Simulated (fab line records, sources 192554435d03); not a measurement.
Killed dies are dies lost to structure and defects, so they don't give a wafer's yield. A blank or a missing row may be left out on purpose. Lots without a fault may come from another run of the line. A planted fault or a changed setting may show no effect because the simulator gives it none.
Problem report in the 8D (eight disciplines) form, filled by code | flow n5_finfet | the parts of the form that need people (team, actions taken, sign-off) are left out

1. THE PROBLEM
raw_defect_count at N5_BEOL_M5_INSPECT_30 reads a mean of 774 on 2 wafers of 2 lots; wafers without a fault read 396 with a standard deviation of 83. That is +4.5 standard deviations from the usual mean.
The step: inspects for defects (brightfield).
First seen on wafer L118.3, day 15 21:24, on defect_inspect-01. The record holds 12 wafers of 4 lots with a number at this step. Rule for "out", or "out of limits": more than 4 standard deviations from the usual mean. The other wafers with a number count as sound.

2. WHAT IT IS AND WHAT IT IS NOT
question                    | is                                   | is not
which readings at this step | raw_defect_count                     | -
which lots                  | L117, L118                           | L104, L123
which wafers of those lots  | L117.1, L118.3                       | L117.3, L117.4, L118.5, L118.6
read on which gauges        | defect_inspect-01, defect_inspect-02 | -
when                        | from day 15 21:24                    | up to then (5 sound wafers); but 5 sound wafers of L117, L123 came after

3. SUSPECTS, AND WHAT RULES EACH OUT
Counting: a tool at a process step up to the reading stays a suspect if it ran every lot that is out. Sound lots after the first of them don't rule it out here, since some wafers of a struck lot are sound.
- the gauge at N5_BEOL_M5_INSPECT_30: ruled out. The wafers that are out were read on 2 gauges (defect_inspect-01, defect_inspect-02).
- rie_diel-02 at N5_BEOL_M5_STRIP_19 (strips in O2): kept. It ran every lot that is out, first L118 (day 15 20:01); its last sound lot up to then is L104 (day 12 12:37).
- Within rie_diel-02 at N5_BEOL_M5_STRIP_19: the wafers that are out ran in chamber 1; their sound lot-mates ran in chambers 0, 2, 3.
Left after counting: rie_diel-02 at N5_BEOL_M5_STRIP_19.

4. THE CAUSE (what the simulator had put in)
Chamber particle source: rie_diel-02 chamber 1, from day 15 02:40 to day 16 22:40, at N5_BEOL_M5_STRIP_19. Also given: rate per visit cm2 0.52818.
Counting left only this tool.

5. THE CHAIN OF EFFECTS, in route order
Each row: a reading whose mean over the struck wafers that have a number lies more than 3 standard deviations from the usual. Only readings for which the record gives a usual standard deviation are gone through. hours: the time from each lot's start at the first step in this table that gives one to its start at this step, as a median over the lots. sigmas: the change in usual standard deviations.
hours | step                    | reading              | usual  | on struck wafers | change | sigmas
0     | N5_BEOL_M5_INSPECT_30   | raw_defect_count     | 396    | 774              | +378   | +4.5
110   | N5_PASSIVATION_PROBE_49 | defect_limited_yield | 90.9 % | 85.5             | -5.4   | -3.4
110   | N5_PASSIVATION_PROBE_49 | killed_at_M4_up      | 15     | 90               | +76    | +13
110   | N5_PASSIVATION_PROBE_49 | killed_dies          | 107    | 171              | +64    | +3.4
110   | N5_PASSIVATION_PROBE_49 | sort_bin_5_function  | 5.3 %  | 9.1              | +3.8   | +3.8
110   | N5_PASSIVATION_PROBE_49 | sort_n_pass          | 1072   | 1009             | -63    | -3.1
110   | N5_PASSIVATION_PROBE_49 | sort_yield_pct       | 90.9 % | 85.5             | -5.4   | -3.2
The process steps in it:
- N5_PASSIVATION_PROBE_49

6. WHAT WOULD HAVE CAUGHT IT SOONER
In this record the first reading out of limits at a measuring or inspecting step was taken at day 15 21:24, 19 hours after the fault began at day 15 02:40.
Of the tool readings at N5_BEOL_M5_STRIP_19 for which the record gives a usual standard deviation, none was out on any struck wafer, so an alarm limit of 4 standard deviations on them would not have fired.
Of the lots that are out (2), L117 began N5_BEOL_M5_STRIP_19 on rie_diel-02 after day 15 21:24. A hold on the tool at that time would have spared it.
